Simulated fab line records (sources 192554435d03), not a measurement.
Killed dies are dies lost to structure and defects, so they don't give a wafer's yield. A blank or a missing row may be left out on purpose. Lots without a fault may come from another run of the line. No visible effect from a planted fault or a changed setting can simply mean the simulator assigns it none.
A lot that was struck, set against a sound lot | flow n5-finfet | 15 steps out of a route of 1938
Sound: the wafers L564.1, L564.2, L564.5. Struck: wafers L569.2, L569.3, L569.6. The cause is named last.
Per side, at each step with rows, come the tool, then ch with its chambers, and then its first start. Under that, the readings that differ: sound wafers | struck wafers | difference of the means | sigmas: that difference in standard deviations of wafers without a fault.
alike: a reading whose means differ by less than 2 such deviations, as well as words and numbers matching on both sides. not compared: withheld readings; readings where some wafer has no value; bounds like >300 that might hide an equal value; numbers whose values overlap and for which the record gives no deviation.
A row with sigmas, a row that says differs or no value, or rows on one side alone: a step with any of these is where the two part. Non-overlapping numbers with no deviation appear without sigmas and do not part them. A reading missing from all wafers of one side parts the sides only when that side holds two or more wafers.

N5_FIN_SAQP_HM_DEP_03: deposits SiNx from SiH4/NH3/N2, target thk 38 nm, time 33.6 s.
  sound on pecvd-02 ch 0,1,2, day 2 15:48; struck on pecvd-01 ch 0,2, day 3 22:24
  alike: heater-power-w, showerhead-plenum-p-Torr, throttle-valve-pct
N5_FIN_SAQP_THK_MEAS_05:
  struck on film-metro-01, day 3 22:29; sound on film-metro-01, day 2 15:53
  alike: thk-nm
N5_FIN_SAQP_PECVD_47: deposits a-Si from SiH4/He, target thk 45 nm, time 36.3 s.
  sound on pecvd-01 ch 1,2, day 2 15:55; struck on pecvd-04 ch 1,2, day 3 22:31
  alike: heater-power-w, showerhead-plenum-p-Torr, throttle-valve-pct
N5_FIN_SAQP_PECVD_48: deposits SiNx from SiH4/NH3/N2, target thk 25 nm, time 22.1 s.
  sound on pecvd-01 ch 1,2, day 2 15:58; struck on pecvd-04 ch 1,2, day 3 22:35
  alike: heater-power-w, showerhead-plenum-p-Torr, throttle-valve-pct
N5_FIN_SAQP_PECVD_06: deposits a-Si from SiH4/He, target thk 60 nm, time 48.1 s.
  sound on pecvd-01 ch 1,2, day 2 16:00; struck on pecvd-04 ch 1,2, day 3 22:39
  alike: heater-power-w, showerhead-plenum-p-Torr, throttle-valve-pct
N5_FIN_SAQP_THK_MEAS_07:
  struck on film-metro-01, day 3 22:46; sound on film-metro-02, day 2 16:05
  alike: thk-nm
N5_FIN_SAQP_HM_DEP_72: deposits SiO2 from SiH4/N2O, target thk 12 nm, time 7.2 s.
  sound on pecvd-04 ch 0,1, day 2 16:08; struck on pecvd-02 ch 0,1,2, day 3 22:48
  alike: heater-power-w, showerhead-plenum-p-Torr
then, 5 steps without rows for these wafers: N5_FIN_SAQP_COAT_49 (time 60 s, resist thk 100 nm); N5_FIN_SAQP_COAT_50 (time 60 s, resist thk 35 nm); N5_FIN_SAQP_COAT_10 (resist thk 90 nm); N5_FIN_SAQP_EBR_12; N5_FIN_SAQP_SOFTBAKE_11 (time 60 s).
N5_FIN_SAQP_EXPOSE_13: exposes mask FIN CORE, target cd 35.6 nm.
  sound on arfi-scanner-02 ch 0, day 2 16:28; struck on arfi-scanner-03 ch 0, day 3 23:00
  reading              | sound             | struck            | difference | sigmas
  exposure-dose-mJ-cm2 | 63.19 63.25 63.29 | 64.77 64.80 64.83 | +1.56      | +24
  alike: mask, focus-offset-nm
then, 2 steps without rows for these wafers: N5_FIN_SAQP_PEB_14 (peb time 60 s); N5_PASSIVATION_PROBE_49.

## WHERE THEY PART
Only at N5_FIN_SAQP_EXPOSE_13, within this record.

WHY: whatever the simulator had introduced
Process parameters drifting: arfi-scanner-03 at N5_FIN_SAQP_EXPOSE_13, beginning at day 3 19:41. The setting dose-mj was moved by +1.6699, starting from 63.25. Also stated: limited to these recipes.
